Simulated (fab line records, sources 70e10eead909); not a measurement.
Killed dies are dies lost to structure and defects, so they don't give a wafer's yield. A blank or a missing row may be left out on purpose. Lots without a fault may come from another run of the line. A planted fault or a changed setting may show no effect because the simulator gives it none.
Problem report in the 8D (eight disciplines) form, filled by code | flow nand_harc | the parts of the form that need people (team, actions taken, sign-off) are left out

1. THE PROBLEM
killed_at_other at NHARC_END_SORT_01 reads a mean of 656.8 on 6 wafers of 2 lots; wafers without a fault read 0.5 with a standard deviation of 0.76. That is +99 or more standard deviations from the usual mean.
First seen on wafer L653.1, day 21 11:41, on prober-02. The record holds 9 wafers of 3 lots with a number at this step. Rule for "out", or "out of limits": more than 4 standard deviations from the usual mean. The other wafers with a number count as sound.

2. WHAT IT IS AND WHAT IT IS NOT
question                    | is                                                                                                                  | is not
which readings at this step | killed_at_other, defect_limited_yield, killed_dies, sort_bin_2_pct, sort_n_pass, sort_rim_yield_pct, sort_yield_pct | killed_at_array, killed_at_periphery, killed_open, killed_short, sort_bin_3_pct, sort_bin_4_pct
which lots                  | L653, L658                                                                                                          | L654
which wafers of those lots  | all that have a number                                                                                              | -
read on which gauges        | prober-01, prober-02                                                                                                | -
when                        | from day 21 11:41                                                                                                   | up to then (3 sound wafers)

3. SUSPECTS, AND WHAT RULES EACH OUT
Counting: a tool at a process step up to the reading stays a suspect if it ran every lot that is out and no sound lot after the first of them.
- the gauge at NHARC_END_SORT_01: ruled out. The wafers that are out were read on 2 gauges (prober-01, prober-02).
- pvd_sputter-01 at NHARC_A_BONDPAD_PRE_CLEAN_26 (time 30 s): kept. It ran every lot that is out, first L653 (day 19 22:36), and no sound lot after that. NHARC_A_BONDPAD_PRE_CLEAN_26 gives no start for some lots, so the hours and the order of its lots are those of NHARC_A_BONDPAD_ANNEAL_28.
- grinder-01 at NHARC_THIN_TSV_GRIND_00: kept. It ran every lot that is out, first L653 (day 20 11:28), and no sound lot after that; its last sound lot up to then is L654 (day 20 01:26).
Left after counting: pvd_sputter-01 at NHARC_A_BONDPAD_PRE_CLEAN_26, grinder-01 at NHARC_THIN_TSV_GRIND_00.

4. THE CAUSE (what the simulator had put in)
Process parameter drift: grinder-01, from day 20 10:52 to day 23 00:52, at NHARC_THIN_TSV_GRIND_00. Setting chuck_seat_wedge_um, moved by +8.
Counting left 2 suspects, and this tool is among them.

5. THE CHAIN OF EFFECTS, in route order
Each row: a reading whose mean over the struck wafers that have a number lies more than 3 standard deviations from the usual. Only readings for which the record gives a usual standard deviation are gone through. hours: the time from each lot's start at the first step in this table that gives one to its start at this step, as a median over the lots. sigmas: the change in usual standard deviations.
hours | step              | reading              | usual  | on struck wafers | change | sigmas
0     | NHARC_END_SORT_01 | defect_limited_yield | 95.4 % | 0.0              | -95.4  | -64
0     | NHARC_END_SORT_01 | killed_at_other      | 0.5    | 656.8            | +656.3 | +99 or more
0     | NHARC_END_SORT_01 | killed_dies          | 31     | 677              | +646   | +65
0     | NHARC_END_SORT_01 | sort_bin_2_pct       | 1.5 %  | 97.8             | +96.3  | +99 or more
0     | NHARC_END_SORT_01 | sort_n_pass          | 646    | 0                | -646   | -65
0     | NHARC_END_SORT_01 | sort_rim_yield_pct   | 96.9 % | 0.0              | -96.9  | -48
0     | NHARC_END_SORT_01 | sort_yield_pct       | 95.4 % | 0.0              | -95.4  | -64

6. WHAT WOULD HAVE CAUGHT IT SOONER
In this record the first reading out of limits at a measuring or inspecting step was taken at day 21 11:41, 25 hours after the fault began at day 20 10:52.
Of the tool readings at NHARC_THIN_TSV_GRIND_00 for which the record gives a usual standard deviation, none was out on any struck wafer, so an alarm limit of 4 standard deviations on them would not have fired.
All the lots that are out (2) had begun NHARC_THIN_TSV_GRIND_00 on grinder-01 by day 21 11:41. A hold on the tool at that time would have spared none of them.
